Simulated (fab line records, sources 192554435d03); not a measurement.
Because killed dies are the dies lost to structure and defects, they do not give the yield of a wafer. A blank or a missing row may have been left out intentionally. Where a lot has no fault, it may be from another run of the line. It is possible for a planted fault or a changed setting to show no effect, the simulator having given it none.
fab line records	flow n5-finfet	part 1 of 2: steps 1 to 18 of 26
[record] lots = 5	wafers = 15	last-day = 16
route steps=1938 shown FIN_SAQP@103
lots untouched by any fault: they come from a run of this same line in which no faults occurred
start-h: hours from the record's first day to the start of the lot's first wafer shown	wait-h: how many hours have passed since the lot's step before this one	" same as the row above	L1.1+2: a single row standing in for several wafers	- no value present, or no start provided	* or withheld: withheld	< > ~ a bound
route shown NAME@n: a module of which the file shows steps, and the number in the route of the first	usual: mean/standard deviation taken from wafers without a fault	same: alike in all rows	chamber/n: place in a boat	sites: per-site readings	_std_site: standard deviation across them	_edge_site: the outer-site mean with the inner-site mean subtracted	radius-mm: how far each site lies from the wafer's centre	mask NAME#n: copy n	behind: tool/chamber where the wafer was last shaped	hold: what put the lot on hold/how long, in hours/how the hold closed	device: transistor that didn't switch, given as n, p or np	end of line: the same wafers' tests at the end of the route	for a step that has no rows: nothing shown but its recipe	killed: the dies lost at the first sort to structure and to defects; this is not the yield of the wafer	map: dies across one wafer; x = killed, . = not, _ = none there
set.NAME: setting as actually run; set.NAME@STEP: the setting as run at that earlier step	model.NAME: the simulator's own value behind a step, which no gauge read
lots seen at some steps along the route; tables by step, rows by wafer
services: from which hour (start-h, from the record's first day; less than 0 if before it) a tool's chamber was out of use, for how many hours, and why
[[steps]]
[step N5_FIN_SAQP_COAT_49]
[recipe] resist = SOC	temp-c = 250	time-s = 60	spin-rpm = 1500	resist-thk-nm = 100
[usual] chill-plate-temp-C = 23.01/0.11	exhaust-pa = 45.1/0.79	resist-line-temp-C = 23.01/0.096
lot.wafer	tool	chamber	start-h	wait-h	chill-plate-temp-C	exhaust-pa	resist-line-temp-C
L074.3	litho-track-01	0	23.53	0.1	23.06	46.2	22.80
L074.5	"	0	"	"	22.95	45.4	22.96
L074.6	"	0	"	"	23.07	44.7	23.13
L075.1	litho-track-03	0	29.50	0.1	23.17	44.6	22.96
L075.2	"	0	"	"	22.91	45.2	23.14
L075.5	"	0	"	"	23.08	43.5	23.01
L085.2	litho-track-03	0	88.17	0.1	23.15	44.6	22.89
L085.4	"	0	"	"	23.17	43.6	23.03
L085.6	"	0	"	"	23.14	44.8	22.98
L090.1	litho-track-04	0	117.50	0.1	22.93	44.2	23.26
L090.2	"	0	"	"	23.08	43.5	23.20
L090.3	"	0	"	"	23.06	46.1	22.97
L093.2	litho-track-01	0	135.47	0.1	23.00	44.1	22.99
L093.3	"	0	"	"	23.17	44.7	23.07
L093.4	"	0	"	"	22.98	44.7	22.85
[step N5_FIN_SAQP_COAT_50]
[recipe] resist = SiARC	temp-c = 220	time-s = 60	spin-rpm = 1500	resist-thk-nm = 35
[usual] chill-plate-temp-C = 23.02/0.11	exhaust-pa = 45.0/0.83	resist-line-temp-C = 23.01/0.12
lot.wafer	tool	chamber	start-h	wait-h	chill-plate-temp-C	exhaust-pa	resist-line-temp-C
L074.3	litho-track-01	0	-	-	23.01	45.4	22.97
L074.5	"	0	"	"	22.88	45.2	22.95
L074.6	"	0	"	"	23.01	43.8	22.93
L075.1	litho-track-03	0	-	-	23.05	46.1	23.02
L075.2	"	0	"	"	23.07	45.5	23.02
L075.5	"	0	"	"	23.10	46.5	23.05
L085.2	litho-track-03	0	-	-	22.97	44.6	23.05
L085.4	"	0	"	"	22.91	45.7	23.13
L085.6	"	0	"	"	22.85	45.5	23.14
L090.1	litho-track-04	0	-	-	22.92	44.8	23.06
L090.2	"	0	"	"	22.92	45.4	23.17
L090.3	"	0	"	"	22.91	44.2	23.12
L093.2	litho-track-01	0	-	-	22.86	45.8	22.96
L093.3	"	0	"	"	22.92	45.3	23.00
L093.4	"	0	"	"	23.07	44.8	22.75
[step N5_FIN_SAQP_COAT_10]
[recipe] resist = CAR-ArF	spin-rpm = 1500	resist-thk-nm = 90
[usual] chill-plate-temp-C = 22.99/0.1	exhaust-pa = 45.0/0.94	resist-line-temp-C = 23.03/0.11
lot.wafer	tool	chamber	start-h	wait-h	chill-plate-temp-C	exhaust-pa	resist-line-temp-C
L074.3	litho-track-01	0	-	-	22.91	46.1	23.14
L074.5	"	0	"	"	22.91	45.7	23.04
L074.6	"	0	"	"	23.07	46.5	23.04
L075.1	litho-track-03	0	-	-	22.95	45.5	22.85
L075.2	"	0	"	"	23.13	46.3	22.77
L075.5	"	0	"	"	22.89	45.1	22.73
L085.2	litho-track-03	0	-	-	22.90	45.8	22.93
L085.4	"	0	"	"	23.13	46.7	22.97
L085.6	"	0	"	"	22.98	44.4	22.89
L090.1	litho-track-04	0	-	-	23.23	45.3	23.10
L090.2	"	0	"	"	23.12	43.9	23.02
L090.3	"	0	"	"	23.18	45.1	23.05
L093.2	litho-track-01	0	-	-	22.89	44.8	22.94
L093.3	"	0	"	"	23.03	44.9	23.02
L093.4	"	0	"	"	23.04	46.1	23.08
[step N5_FIN_SAQP_EBR_12]
[recipe] solvent = PGMEA	ebr-width-mm = 1.5
[usual] chill-plate-temp-C = 23.01/0.12	exhaust-pa = 45.0/0.88	resist-line-temp-C = 23.01/0.099
lot.wafer	tool	chamber	start-h	wait-h	chill-plate-temp-C	exhaust-pa	resist-line-temp-C
L074.3	litho-track-01	0	-	-	23.04	46.2	22.91
L074.5	"	0	"	"	22.93	45.3	23.00
L074.6	"	0	"	"	22.96	43.9	23.12
L075.1	litho-track-03	0	-	-	22.95	43.7	23.03
L075.2	"	0	"	"	22.89	44.6	22.99
L075.5	"	0	"	"	22.90	44.3	23.05
L085.2	litho-track-03	0	-	-	23.12	45.2	22.95
L085.4	"	0	"	"	22.78	45.9	23.02
L085.6	"	0	"	"	22.94	45.1	23.11
L090.1	litho-track-04	0	-	-	23.09	45.8	23.16
L090.2	"	0	"	"	22.98	46.0	22.95
L090.3	"	0	"	"	22.98	46.0	23.21
L093.2	litho-track-01	0	-	-	22.87	45.0	23.16
L093.3	"	0	"	"	23.13	45.7	23.25
L093.4	"	0	"	"	23.05	46.2	23.20
[step N5_FIN_SAQP_SOFTBAKE_11]
[recipe] temp-c = 110	time-s = 60	resist = CAR-ArF
[usual] chill-plate-temp-C = 22.99/0.097	exhaust-pa = 45.2/0.86	resist-line-temp-C = 22.99/0.1
lot.wafer	tool	chamber	start-h	wait-h	chill-plate-temp-C	exhaust-pa	resist-line-temp-C
L074.3	litho-track-01	0	-	-	22.91	43.0	22.89
L074.5	"	0	"	"	23.06	44.2	22.93
L074.6	"	0	"	"	22.98	45.1	22.77
L075.1	litho-track-03	0	-	-	22.88	43.6	23.05
L075.2	"	0	"	"	22.84	45.4	23.00
L075.5	"	0	"	"	22.83	44.1	23.09
L085.2	litho-track-03	0	-	-	23.05	45.9	22.88
L085.4	"	0	"	"	22.98	46.2	22.79
L085.6	"	0	"	"	23.03	45.8	22.99
L090.1	litho-track-04	0	-	-	23.04	46.0	23.04
L090.2	"	0	"	"	23.07	45.0	23.08
L090.3	"	0	"	"	23.10	44.4	22.97
L093.2	litho-track-01	0	-	-	23.04	45.2	22.85
L093.3	"	0	"	"	23.13	44.9	22.94
L093.4	"	0	"	"	23.04	44.0	23.09
[step N5_FIN_SAQP_EXPOSE_13]
[recipe] mask-id = FIN_CORE	na = 1.35	source-shape = dipole	sigma-inner = 0.538	sigma-outer = 0.738	polarization = te	target-cd-nm = 35.6	dose-mj = 63.25
lot.wafer	tool	chamber	start-h	wait-h	mask
L074.3+5+6	arfi-scanner-01	0	23.79	-	FIN_CORE#0
L075.1+2+5	arfi-scanner-02	0	29.74	-	FIN_CORE#0
L085.2+4+6	arfi-scanner-02	0	88.42	-	FIN_CORE#0
L090.1+2+3	arfi-scanner-02	0	117.75	-	FIN_CORE#0
L093.2+3+4	arfi-scanner-01	0	135.72	-	FIN_CORE#0
[step N5_FIN_SAQP_PEB_14]
[recipe] peb-temp-c = withheld	peb-time-s = 60	resist = CAR-ArF
[usual] chill-plate-temp-C = 23.01/0.11	exhaust-pa = 45.0/0.83	resist-line-temp-C = 23.03/0.11
lot.wafer	tool	chamber	start-h	wait-h	chill-plate-temp-C	exhaust-pa	resist-line-temp-C
L074.3	litho-track-01	0	23.84	0.0	22.88	44.3	23.01
L074.5	"	0	"	"	23.11	44.8	22.92
L074.6	"	0	"	"	22.96	44.6	22.94
L075.1	litho-track-03	0	29.80	0.1	22.89	43.7	23.13
L075.2	"	0	"	"	22.89	45.0	23.27
L075.5	"	0	"	"	23.01	45.4	23.27
L085.2	litho-track-04	0	88.48	0.0	22.87	43.7	23.04
L085.4	"	0	"	"	23.12	45.7	23.21
L085.6	"	0	"	"	23.10	45.1	23.17
L090.1	litho-track-04	0	117.81	0.1	23.06	44.9	23.02
L090.2	"	0	"	"	23.02	44.9	23.11
L090.3	"	0	"	"	23.13	44.5	22.85
L093.2	litho-track-04	0	135.77	0.0	23.06	45.4	23.00
L093.3	"	0	"	"	23.16	45.6	23.12
L093.4	"	0	"	"	23.03	44.8	23.16
[step N5_FIN_SAQP_DEVELOP_15]
[recipe] develop-time-s = 30	developer = TMAH	resist = CAR-ArF	dev-temp-c = 23	rinse-liquid = diw	dry = air-spin
[usual] chill-plate-temp-C = 22.99/0.095	exhaust-pa = 45.0/0.97	resist-line-temp-C = 22.98/0.12
lot.wafer	tool	chamber	start-h	wait-h	chill-plate-temp-C	exhaust-pa	resist-line-temp-C
L074.3	litho-track-01	0	-	-	22.91	45.6	22.95
L074.5	"	0	"	"	22.97	46.0	23.00
L074.6	"	0	"	"	22.96	46.3	22.98
L075.1	litho-track-03	0	-	-	22.93	44.8	22.95
L075.2	"	0	"	"	22.77	44.1	22.95
L075.5	"	0	"	"	22.95	43.4	23.03
L085.2	litho-track-04	0	-	-	22.96	46.1	23.06
L085.4	"	0	"	"	23.05	44.8	23.25
L085.6	"	0	"	"	23.10	45.1	23.00
L090.1	litho-track-04	0	-	-	23.15	44.4	23.00
L090.2	"	0	"	"	23.11	45.5	22.97
L090.3	"	0	"	"	23.12	44.1	23.14
L093.2	litho-track-04	0	-	-	23.03	45.6	22.93
L093.3	"	0	"	"	22.85	44.1	22.81
L093.4	"	0	"	"	22.94	45.9	22.72
[step N5_FIN_SAQP_CD_MEAS_16]
[recipe] target-cd-nm = 35.6	landing-energy-ev = 500	detector = se-inlens
[usual] cd-nm = 35.7/0.34
lot.wafer	tool	chamber	start-h	wait-h	cd-nm
L074.3	cd-sem-02	0	23.91	-	35.9
L074.5	"	0	"	"	35.1
L074.6	"	0	"	"	36.0
L075.1	cd-sem-01	0	29.87	-	36.2
L075.2	"	0	"	"	36.3
L075.5	"	0	"	"	35.8
L085.2	cd-sem-02	0	88.55	-	35.6
L085.4	"	0	"	"	35.2
L085.6	"	0	"	"	35.8
L090.1	cd-sem-02	0	117.88	-	35.9
L090.2	"	0	"	"	35.8
L090.3	"	0	"	"	36.2
L093.2	cd-sem-01	0	135.84	-	36.1
L093.3	"	0	"	"	35.8
L093.4	"	0	"	"	35.8
[step N5_FIN_SAQP_OVL_MEAS_17]
[recipe] points-per-wafer = 44
[usual] FIN_CORE_OVL = 0.4/0.86
lot.wafer	tool	chamber	start-h	wait-h	FIN_CORE_OVL[nm]
L074.3	overlay-01	0	23.95	0.0	0.8
L074.5	"	0	"	"	-0.5
L074.6	"	0	"	"	1.4
L075.1	overlay-01	0	29.91	0.0	1.0
L075.2	"	0	"	"	1.1
L075.5	"	0	"	"	-0.6
L085.2	overlay-02	0	88.59	0.0	0.3
L085.4	"	0	"	"	0.6
L085.6	"	0	"	"	0.7
L090.1	overlay-02	0	117.92	0.0	0.8
L090.2	"	0	"	"	0.5
L090.3	"	0	"	"	0.7
L093.2	overlay-02	0	135.88	0.0	-0.2
L093.3	"	0	"	"	-0.1
L093.4	"	0	"	"	-0.4
[step N5_FIN_SAQP_INSPECT_18]
[recipe] mode = adi	inspect-instrument = brightfield
[usual] raw-defect-count = 387/110
lot.wafer	tool	chamber	start-h	wait-h	raw-defect-count
L074.3	defect-inspect-01	-	23.97	0.0	384
L074.5	"	-	"	"	304
L074.6	"	-	"	"	354
L075.1	defect-inspect-02	-	29.93	0.0	649
L075.2	"	-	"	"	270
L075.5	"	-	"	"	518
L085.2	defect-inspect-01	-	88.61	0.0	363
L085.4	"	-	"	"	490
L085.6	"	-	"	"	441
L090.1	defect-inspect-01	-	117.94	0.0	321
L090.2	"	-	"	"	321
L090.3	"	-	"	"	220
L093.2	defect-inspect-02	-	135.91	0.0	267
L093.3	"	-	"	"	228
L093.4	"	-	"	"	238
[step N5_FIN_SAQP_DESCUM_21]
[recipe] chemistry = O2	time-s = 7.9	source-power-w = 50	bias-power-w = 20	pressure-mtorr = 20	rf-frequency-hz = 2.712e+07	temp-c = 40	resist = CAR-ArF	o2-flow-sccm = 225
[usual] drypump-motor-current-A = 5.6/0.47	oes-product-au = 0.81/0.09	rf-vpp-V = 243.4/1.8	showerhead-plenum-p-Torr = 2.11/0.091	throttle-valve-pct = 20.37/0.24
lot.wafer	tool	chamber	start-h	wait-h	drypump-motor-current-A	oes-product-au	rf-hours-counter-h	rf-vpp-V	showerhead-plenum-p-Torr	throttle-valve-pct
L074.3	rie-diel-01	3	24.00	0.0	5.7	0.79	129	244.6	2.15	20.15
L074.5	"	3	"	"	5.7	0.79	-	245.0	2.15	20.15
L074.6	"	0	"	"	6.5	0.92	-	244.9	2.18	20.38
L075.1	rie-diel-04	1	29.97	0.0	5.8	0.69	239	242.6	2.06	20.65
L075.2	"	3	"	"	5.0	0.76	150	241.0	2.01	20.41
L075.5	"	0	"	"	5.6	0.66	-	241.6	1.97	20.81
L085.2	rie-diel-03	0	88.64	0.0	6.3	0.74	146	246.1	2.19	20.69
L085.4	"	1	"	"	5.2	0.95	18	245.6	2.23	20.00
L085.6	"	2	"	"	6.0	0.81	-	241.3	2.01	20.30
L090.1	rie-diel-04	1	117.97	0.0	5.8	0.93	12	242.5	2.05	20.27
L090.2	"	3	"	"	5.1	0.72	183	242.1	1.99	20.45
L090.3	"	2	"	"	5.1	0.85	44	245.6	2.18	19.93
L093.2	rie-diel-04	0	135.94	0.0	5.6	0.90	25	245.1	2.23	20.34
L093.3	"	1	"	"	5.8	0.92	19	242.2	2.05	20.29
L093.4	"	3	"	"	5.1	0.72	189	241.7	1.99	20.47
[step N5_FIN_SAQP_ETCH_51]
[recipe] chemistry = CF4	target = SiARC	target-depth-a = 455	mask-material = CAR-ArF	time-s = 75.8	ion-energy-ev = 80	pressure-mtorr = 40	source-w = 545	bias-w = 36	Ar_flow_sccm = 100	cf4-flow-sccm = 100	ends = cleared
[usual] drypump-motor-current-A = 5.6/0.46	etch-rf-on-time-s = 74.8/2.4	oes-product-au = 0.69/0.079	rf-vpp-V = 184.5/1.3	showerhead-plenum-p-Torr = 2.17/0.096	throttle-valve-pct = 15.62/0.27
lot.wafer	tool	chamber	start-h	wait-h	drypump-motor-current-A	etch-rf-on-time-s	oes-product-au	rf-hours-counter-h	rf-vpp-V	showerhead-plenum-p-Torr	throttle-valve-pct
L074.3	rie-diel-01	3	24.04	0.0	5.7	74.8	0.67	129	184.9	2.23	15.53
L074.5	"	3	"	"	5.7	75.2	0.67	-	184.9	2.23	15.54
L074.6	"	0	"	"	6.5	75.4	0.78	-	184.9	2.20	15.29
L075.1	rie-diel-04	1	30.00	0.0	5.8	75.5	0.59	239	184.0	2.10	15.80
L075.2	"	3	"	"	5.0	73.5	0.64	150	183.2	2.07	15.66
L075.5	"	0	"	"	5.5	80.3	0.56	-	182.5	2.04	16.09
L085.2	rie-diel-03	0	88.68	0.0	6.3	77.1	0.64	146	183.9	2.23	15.84
L085.4	"	1	"	"	5.1	70.7	0.82	18	185.5	2.29	15.37
L085.6	"	2	"	"	6.0	73.1	0.70	-	183.8	2.07	15.52
L090.1	rie-diel-04	1	118.01	0.0	5.8	76.5	0.79	12	184.8	2.09	15.34
L090.2	"	3	"	"	5.1	73.1	0.63	183	183.4	2.06	15.73
L090.3	"	2	"	"	5.1	70.9	0.75	44	185.7	2.28	15.36
L093.2	rie-diel-04	0	135.97	0.0	5.6	76.8	0.75	25	185.1	2.29	15.62
L093.3	"	1	"	"	5.8	76.6	0.79	19	181.9	2.09	15.36
L093.4	"	3	"	"	5.0	72.8	0.62	189	181.6	2.06	15.73
[step N5_FIN_SAQP_ETCH_52]
[recipe] chemistry = N2/H2	target = SOC	target-depth-a = 1000	overetch-a = 200	mask-material = SiARC	temp-c = 40	time-s = 150	ion-energy-ev = 200	pressure-mtorr = 30	source-w = 840	bias-w = 150	n2-flow-sccm = 200	h2-flow-sccm = 200	ends = end-point
[usual] drypump-motor-current-A = 5.6/0.47	oes-product-au = 0.72/0.075	rf-vpp-V = 525/3.3	showerhead-plenum-p-Torr = 2.57/0.11	throttle-valve-pct = 17.8/0.32
lot.wafer	tool	chamber	start-h	wait-h	drypump-motor-current-A	oes-product-au	rf-hours-counter-h	rf-vpp-V	showerhead-plenum-p-Torr	throttle-valve-pct
L074.3	rie-diel-01	3	24.09	0.0	5.7	0.70	129	526	2.71	18.0
L074.5	"	3	"	"	5.7	0.70	-	527	2.71	18.0
L074.6	"	0	"	"	6.5	0.82	-	526	2.61	17.5
L075.1	rie-diel-04	1	30.06	0.0	5.8	0.63	239	522	2.50	18.1
L075.2	"	3	"	"	5.0	0.66	150	521	2.47	18.0
L075.5	"	0	"	"	5.5	0.61	-	518	2.41	18.3
L085.2	rie-diel-03	0	88.73	0.0	6.3	0.67	146	527	2.67	18.2
L085.4	"	1	"	"	5.2	0.82	18	530	2.69	17.3
L085.6	"	2	"	"	6.0	0.72	-	522	2.44	17.6
L090.1	rie-diel-04	1	118.06	0.0	5.8	0.84	12	523	2.49	17.7
L090.2	"	3	"	"	5.0	0.64	183	519	2.45	18.0
L090.3	"	2	"	"	5.1	0.75	44	528	2.67	17.4
L093.2	rie-diel-04	0	136.03	0.0	5.6	0.79	25	528	2.72	17.9
L093.3	"	1	"	"	5.8	0.83	19	520	2.48	17.7
L093.4	"	3	"	"	5.0	0.64	189	522	2.45	18.1
[step N5_FIN_SAQP_STRIP_53]
[recipe] chemistry = N2/H2	temp-c = 40	n2-flow-sccm = 200	h2-flow-sccm = 200	rf-frequency-hz = 6e+07
lot.wafer	tool	chamber	start-h	wait-h
L074.3+5+6	rie-diel-01	3,3,0	24.19	0.0
L075.1+2+5	rie-diel-04	1,3,0	30.15	0.0
L085.2+4+6	rie-diel-03	0,1,2	88.83	0.0
L090.1+2+3	rie-diel-04	1,3,2	118.16	0.0
L093.2+3+4	rie-diel-04	0,1,3	136.13	0.0
[step N5_FIN_SAQP_HM_OPEN_73]
[recipe] chemistry = CHF3/O2	target = SiO2	stop-on = a-Si	target-depth-a = 120	over-etch-frac = 1.8	mask-material = SOC	time-s = 16.8	pressure-mtorr = 30	source-w = 650	bias-w = 170	Ar_flow_sccm = 200	CHF3_flow_sccm = 50	O2_flow_sccm = 5	ion-energy-ev = 200	ends = end-point
[usual] drypump-motor-current-A = 5.6/0.47	oes-product-au = 0.48/0.051	rf-vpp-V = 528/15	showerhead-plenum-p-Torr = 2.44/0.11	throttle-valve-pct = 18.84/0.22
lot.wafer	tool	chamber	start-h	wait-h	drypump-motor-current-A	oes-product-au	rf-hours-counter-h	rf-vpp-V	showerhead-plenum-p-Torr	throttle-valve-pct
L074.3	rie-diel-01	3	24.20	0.0	5.7	0.47	129	560	2.51	18.74
L074.5	"	3	"	"	5.7	0.47	-	562	2.51	18.76
L074.6	"	0	"	"	6.6	0.55	-	527	2.49	18.62
L075.1	rie-diel-04	1	30.16	0.0	5.8	0.42	239	504	2.38	19.12
L075.2	"	3	"	"	5.0	0.44	150	515	2.32	18.85
L075.5	"	0	"	"	5.5	0.42	-	515	2.30	19.28
L085.2	rie-diel-03	0	88.84	0.0	6.3	0.45	146	527	2.51	19.06
L085.4	"	1	"	"	5.2	0.56	19	541	2.57	18.51
L085.6	"	2	"	"	6.0	0.48	-	527	2.33	18.73
L090.1	rie-diel-04	1	118.17	0.0	5.8	0.56	12	506	2.37	18.73
L090.2	"	3	"	"	5.1	0.42	183	516	2.31	18.91
L090.3	"	2	"	"	5.1	0.50	44	537	2.56	18.61
L093.2	rie-diel-04	0	136.14	0.0	5.5	0.53	25	524	2.57	18.84
L093.3	"	1	"	"	5.8	0.56	19	504	2.37	18.74
L093.4	"	3	"	"	5.1	0.43	189	515	2.31	18.90
[step N5_FIN_SAQP_STRIP_74]
[recipe] chemistry = CHF3/O2	resist = SiARC	rf-frequency-hz = 6e+07
lot.wafer	tool	chamber	start-h	wait-h
L074.3+5+6	rie-diel-01	3,3,0	24.25	0.0
L075.1+2+5	rie-diel-04	1,3,0	30.22	0.0
L085.2+4+6	rie-diel-03	0,1,2	88.90	0.0
L090.1+2+3	rie-diel-04	1,3,2	118.23	0.0
L093.2+3+4	rie-diel-04	0,1,3	136.19	0.0
[step N5_FIN_SAQP_MANDREL_ETCH_22]
[recipe] target-depth-a = 600	chemistry = HBr/Cl2	target = a-Si	stop-on = SiNx	bt-time-s = 10	over-etch-frac = 0.5	time-s = 30	pressure-mtorr = 10	icp-w = 800	bias-w = 75	HBr_flow_sccm = 150	Cl2_flow_sccm = 80	ends = end-point
[usual] drypump-motor-current-A = 5.9/0.48	oes-product-au = 0.765/0.014	throttle-valve-pct = 35.5/0.34
[same] bt-time-s = 10
lot.wafer	tool	chamber	start-h	wait-h	drypump-motor-current-A	oes-product-au	rf-hours-counter-h	throttle-valve-pct
L074.3	rie-si-01	1	24.29	0.0	6.3	0.761	64	35.1
L074.5	"	3	"	"	5.3	0.776	-	35.3
L074.6	"	2	"	"	5.3	0.789	-	35.4
L075.1	rie-si-02	0	30.25	0.0	6.4	0.774	83	35.7
L075.2	"	2	"	"	6.0	0.749	7	35.0
L075.5	"	0	"	"	6.4	0.765	-	35.8
L085.2	rie-si-05	1	88.93	0.0	5.5	0.767	2	35.5
L085.4	"	0	"	"	5.8	0.769	67	35.4
L085.6	"	2	"	"	4.8	0.755	-	35.7
L090.1	rie-si-02	1	118.26	0.0	6.2	0.775	94	35.6
L090.2	"	0	"	"	6.4	0.766	84	35.7
L090.3	"	2	"	"	6.0	0.748	9	35.0
L093.2	rie-si-02	2	136.22	0.0	6.0	0.756	9	35.0
L093.3	"	1	"	"	6.3	0.769	95	35.6
L093.4	"	0	"	"	6.4	0.771	85	35.8
